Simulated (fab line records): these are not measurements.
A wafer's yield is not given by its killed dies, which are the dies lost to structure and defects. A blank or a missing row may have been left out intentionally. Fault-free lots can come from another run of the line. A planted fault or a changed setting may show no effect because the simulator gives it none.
Split-lot study ; flow n5 finfet ; 21 wafers read across 7 lots, on a route 1938 steps long

## ABOUT THE SPLIT
At N5_SDB_COAT_05 (resist thk 90 nm), the setting spin rpm was moved away from the recipe's 1500 rpm on 9 of the 21 wafers read, by -6.3% to +10.0%. The other wafers ran this setting at the recipe's value.

Reading taken at the split's own step.

## THE READING
CAR-ArF_of_SDB_COAT_05.thk nm (the simulator's own value, which no gauge read), in nm, at N5_SDB_COAT_05 (resist thk 90 nm). No usual value for it is given in the file. Here, 12 wafers ran the recipe; their average is 90.2 nm with a standard deviation of 0.36 nm.

wafer;tool, chamber at the split;spin rpm as run, rpm;against the recipe;CAR-ArF_of_SDB_COAT_05.thk nm, nm;against lot-mates on the recipe
L076.3;litho track-02, 0;1500;recipe;89.6;-
L076.4;litho track-02, 0;1500;recipe;89.6;-
L076.5;litho track-02, 0;1500;recipe;89.8;-
L078.2;litho track-03, 0;1500;recipe;90.2;-
L078.3;litho track-03, 0;1500;recipe;90.2;-
L078.4;litho track-03, 0;1449;-3.4%;91.8;+1.6
L080.2;litho track-04, 0;1500;recipe;90;-
L080.3;litho track-04, 0;1621;+8.1%;86.2;-3.8
L080.4;litho track-04, 0;1621;+8.1%;86.4;-3.6
L083.2;litho track-04, 0;1646;+9.7%;86.2;-4.0
L083.3;litho track-04, 0;1646;+9.7%;85.8;-4.4
L083.6;litho track-04, 0;1500;recipe;90.2;-
L084.1;litho track-03, 0;1405;-6.3%;93.6;no lot-mate on the recipe
L084.2;litho track-03, 0;1405;-6.3%;93.8;no lot-mate on the recipe
L084.3;litho track-03, 0;1405;-6.3%;94;no lot-mate on the recipe
L087.1;litho track-03, 0;1500;recipe;90.2;-
L087.2;litho track-03, 0;1500;recipe;90.2;-
L087.4;litho track-03, 0;1650;+10.0%;85.8;-4.4
L090.1;litho track-04, 0;1500;recipe;90.8;-
L090.2;litho track-04, 0;1500;recipe;90.6;-
L090.3;litho track-04, 0;1500;recipe;90.6;-

THE FIT
A straight line over all 21 wafers: CAR-ArF_of_SDB_COAT_05.thk nm changes by -0.481 nm for each +1% of spin rpm; r = -0.99; the points scatter about the line by 0.4 nm.
The same after taking each lot's own level away (the mean of its wafers on the recipe; 18 wafers): -0.443 nm for each +1%; r = -1.00; scatter 0.12 nm.
On that fit, the largest move of spin rpm shifts the reading by 4.4 nm.
Measured against the standard deviation above, the lots' own levels, which go from 89.67 to 90.67 nm, span 2.8 times it.
So the lot-to-lot level changes the slope little: the two slopes agree.
Check: for one of the wafers moved furthest among these (+10.0%), held out of the fit, the line's prediction against its lot-mates is -4.44 nm. It came out at -4.4 nm against them.

## ADDITIONAL SPLITS CARRIED BY THESE WAFERS
Before the reading, these wafers also passed through other splits. Each is held against what the fit with the lots' levels taken away leaves over:
other split on the same wafers;wafers away from the commonest value;r with CAR-ArF_of_SDB_COAT_05.thk nm (lot level and that fit taken away)
N5_WELL_APT_PEB_06 peb time s;6;+0.02
N5_WELL_APT_DEVELOP_07 develop time s;7;-0.34
N5_FIN_SAQP_ETCH_65 time s;4;-0.15
N5_FIN_CUT_EXPOSE_05 dose mj;6;+0.31
N5_DUMMY_GATE_COAT_28 spin rpm;4;-0.42
N5_DUMMY_GATE_EXPOSE_12 dose mj;6;-0.39
N5_SD_EPI_N_ETCH_16 target depth a;5;+0.02

## THE FILE'S OWN FIT
CAR-ArF_of_SDB_COAT_05.thk nm changes by -0.443 nm for each +1% of spin rpm, r = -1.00.
